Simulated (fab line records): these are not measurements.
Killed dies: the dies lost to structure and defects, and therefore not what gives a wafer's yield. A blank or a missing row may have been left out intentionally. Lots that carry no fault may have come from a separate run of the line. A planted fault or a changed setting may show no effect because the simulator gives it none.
Lot-split experiment ; flow n5-finfet ; 39 wafers read from 7 lots, route of 1938 steps

== SPLIT DETAILS ==
At N5_BEOL_M5_CVD_47 (deposits Co from CCTBA/H2, target thk 3 nm, time 216 s), the setting target-thk-a was moved away from the recipe's 30 angstrom on 9 of the 39 wafers read, by -56.0% to +18.6%. All remaining wafers had this setting at the recipe value.

The reading is taken at the split's own step.

== THE READING ==
Co_of_BEOL_M5_CVD_47.thk-nm (the simulator's own value, which no gauge read), in nm, at N5_BEOL_M5_CVD_47 (deposits Co from CCTBA/H2, target thk 3 nm, time 216 s). There is no usual value for it anywhere in the file. Average 3.0 nm, standard deviation 0.18 nm, over the 30 wafers here run with the recipe.

wafer;tool, chamber at the split;target-thk-a as run, angstrom;against the recipe;Co_of_BEOL_M5_CVD_47.thk-nm, nm;against lot-mates on the recipe
L078.1;cvd-co-01, 1,0,2;30;recipe;3;-
L078.2;cvd-co-01, 1,0,2;30;recipe;3;-
L078.3;cvd-co-01, 1,0,2;30;recipe;3;-
L077.1;cvd-co-01, 1,2;35.57;+18.6%;3.6;+0.7
L077.4;cvd-co-01, 1,2;35.57;+18.6%;3.6;+0.7
L077.2;cvd-co-01, 0;35.57;+18.6%;3.4;+0.5
L077.3;cvd-co-01, 2,1;30;recipe;2.8;-
L077.5;cvd-co-01, 2,1;30;recipe;2.8;-
L077.6;cvd-co-01, 0;30;recipe;3;-
L080.1;cvd-co-02, 2,1;13.57;-54.8%;1.6;-1.5
L080.5;cvd-co-02, 2,1;13.57;-54.8%;1.6;-1.5
L080.2;cvd-co-02, 1,2;30;recipe;3.2;-
L080.6;cvd-co-02, 1,2;30;recipe;3.2;-
L080.3;cvd-co-02, 0;30;recipe;2.8;-
L080.4;cvd-co-02, 0;13.57;-54.8%;1.2;-1.9
L081.1;cvd-co-01, 1,0,1;13.2;-56.0%;1.2;-1.8
L081.4;cvd-co-01, 1,0,1;13.2;-56.0%;1.2;-1.8
L081.6;cvd-co-01, 1,0,1;13.2;-56.0%;1.2;-1.8
L081.2;cvd-co-01, 0,2,2;30;recipe;3;-
L081.3;cvd-co-01, 0,2,2;30;recipe;3;-
L081.5;cvd-co-01, 0,2,2;30;recipe;3;-
L085.1;cvd-co-01, 1,0,2,1,2;30;recipe;2.8;-
L085.2;cvd-co-01, 1,0,2,1,2;30;recipe;2.8;-
L085.3;cvd-co-01, 1,0,2,1,2;30;recipe;2.8;-
L085.5;cvd-co-01, 1,0,2,1,2;30;recipe;2.8;-
L085.6;cvd-co-01, 1,0,2,1,2;30;recipe;2.8;-
L085.4;cvd-co-01, 0;30;recipe;3;-
L092.1;cvd-co-02, 1;30;recipe;3;-
L092.2;cvd-co-02, 2;30;recipe;3.4;-
L092.4;cvd-co-02, 2;30;recipe;3.4;-
L092.3;cvd-co-02, 0,1,0;30;recipe;2.8;-
L092.5;cvd-co-02, 0,1,0;30;recipe;2.8;-
L092.6;cvd-co-02, 0,1,0;30;recipe;2.8;-
L091.1;cvd-co-02, 1,0,0;30;recipe;2.8;-
L091.2;cvd-co-02, 1,0,0;30;recipe;2.8;-
L091.6;cvd-co-02, 1,0,0;30;recipe;2.8;-
L091.3;cvd-co-02, 2;30;recipe;3.2;-
L091.5;cvd-co-02, 2;30;recipe;3.2;-
L091.4;cvd-co-02, 1;30;recipe;3;-
Where a row lists several chambers, the file gives one row for several wafers and doesn't say which wafer went through which chamber.

FIT RESULTS
A straight line over all 39 wafers: Co_of_BEOL_M5_CVD_47.thk-nm changes by +0.0295 nm for each +1% of target-thk-a; r = +0.96; the points scatter about the line by 0.18 nm.
The same after taking each lot's own level away (the mean of its wafers on the recipe; 39 wafers): +0.0311 nm for each +1%; r = +0.97; scatter 0.16 nm.
On that fit, the largest move of target-thk-a shifts the reading by 1.7 nm.
Across the lots, their own levels run from 2.83 to 3.07 nm, a range of 1.3 times the standard deviation given above.
The two slopes agree, so the slope changes little with the lot-to-lot level.
Check: with one of the wafers moved furthest among these (-56.0%) left out of the fit, the line predicts -1.72 nm for it against its lot-mates. It came out at -1.8 nm against them.

== THE OTHER SPLITS THESE WAFERS WENT THROUGH ==
Note: prior to the reading, these wafers also went through further splits. Each is held against what the fit with the lots' levels taken away leaves over:
other split on the same wafers;wafers away from the commonest value;r with Co_of_BEOL_M5_CVD_47.thk-nm (lot level and that fit taken away)
N5_PMOS_HMC_CHANNEL_EPI_HM_DEP_34 target-thk-a;12;-0.29
N5_FIN_CUT_CUT_ETCH_15 time-s;15;-0.24
N5_DUMMY_GATE_ETCH_31 target-depth-a;12;-0.04
N5_HKMG_FIN_ETCH_55 time-s;9;+0.14
N5_MOL_CONTACT_COAG_CVD_140 target-thk-a;15;+0.05
N5_BEOL_M0_SAQP_ETCH_106 target-depth-a;12;-0.20

== FILE'S OWN FIT ==
Co_of_BEOL_M5_CVD_47.thk-nm changes by +0.031 nm for each +1% of target-thk-a, r = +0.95.
